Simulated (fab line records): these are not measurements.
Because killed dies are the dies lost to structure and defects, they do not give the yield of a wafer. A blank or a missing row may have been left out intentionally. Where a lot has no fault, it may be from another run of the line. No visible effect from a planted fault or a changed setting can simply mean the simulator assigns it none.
Chamber matching    flow n5-finfet    N5_MOL_CONTACT_COAG_ETCH_89 on rie-diel-03: 4 sister chambers
The step etches underlayer in N2/H2, target depth 13 nm, time 10.4 s. 20 wafers are shown with their chamber, then 10 later ones without.

WAFERS PAIRED WITH THEIR CHAMBERS
wafer   chamber  showerhead-plenum-p-Torr (Torr)  throttle-valve-pct (%)  oes-product-au (a.u.)
L076.1  0        2.67                             17.45                   0.70
L076.3  2        2.53                             17.56                   0.67
L076.4  1        2.57                             17.64                   0.66
L077.1  3        2.62                             17.90                   0.59
L077.4  2        2.53                             17.56                   0.68
L077.6  1        2.57                             17.64                   0.66
L078.1  0        2.67                             17.45                   0.71
L078.3  3        2.62                             17.89                   0.58
L078.6  3        2.62                             17.88                   0.58
L083.1  3        2.61                             17.91                   0.58
L083.2  1        2.56                             17.68                   0.65
L083.4  2        2.52                             17.58                   0.67
L086.2  0        2.66                             17.47                   0.68
L086.3  2        2.52                             17.59                   0.66
L086.4  1        2.56                             17.69                   0.65
L087.2  1        2.56                             17.68                   0.64
L087.4  0        2.66                             17.49                   0.68
L087.6  2        2.52                             17.60                   0.66
L088.1  2        2.52                             17.60                   0.66
L088.2  0        2.66                             17.48                   0.69

SIGNATURES (means of the wafers above)
reading                   chamber 0  chamber 1  chamber 2  chamber 3  scatter within a chamber
showerhead-plenum-p-Torr  2.6640     2.5640     2.5233     2.6175     0.00529
throttle-valve-pct        17.4680    17.6660    17.5817    17.8950    0.019
oes-product-au            0.6920     0.6520     0.6667     0.5825     0.00925
Rule: a wafer lies at a distance from a chamber equal to the root of the sum of squares, over the readings, of (its reading less the chamber's mean, divided by the reading's scatter). The wafer belongs to the nearest chamber; if the next one is less than 2 further off, it can't be placed. The scatter: the root of (the sum of the squares of (reading less its chamber's mean) over the shown wafers, divided by (wafers less chambers)).

WAFERS WITH NO CHAMBER GIVEN
wafer   showerhead-plenum-p-Torr (Torr)  throttle-valve-pct (%)  oes-product-au (a.u.)
L088.5  2.52                             17.60                   0.65
L089.1  2.52                             17.63                   0.65
L089.5  2.55                             17.68                   0.64
L089.6  2.52                             17.60                   0.65
L094.2  2.65                             17.51                   0.67
L094.5  2.55                             17.70                   0.62
L094.6  2.51                             17.63                   0.66
L096.1  2.51                             17.64                   0.65
L096.2  2.65                             17.52                   0.67
L096.3  2.55                             17.71                   0.64

THE CHAMBER EACH PASSED THROUGH
wafer   from the rows above  in truth
L088.5  2                    2
L089.1  2                    2
L089.5  1                    1
L089.6  2                    2
L094.2  0                    0
L094.5  1                    1
L094.6  2                    2
L096.1  2                    2
L096.2  0                    0
L096.3  1                    1
10 of 10 placed correctly. Number that these rows cannot place: 0. Number placed wrongly: 0.
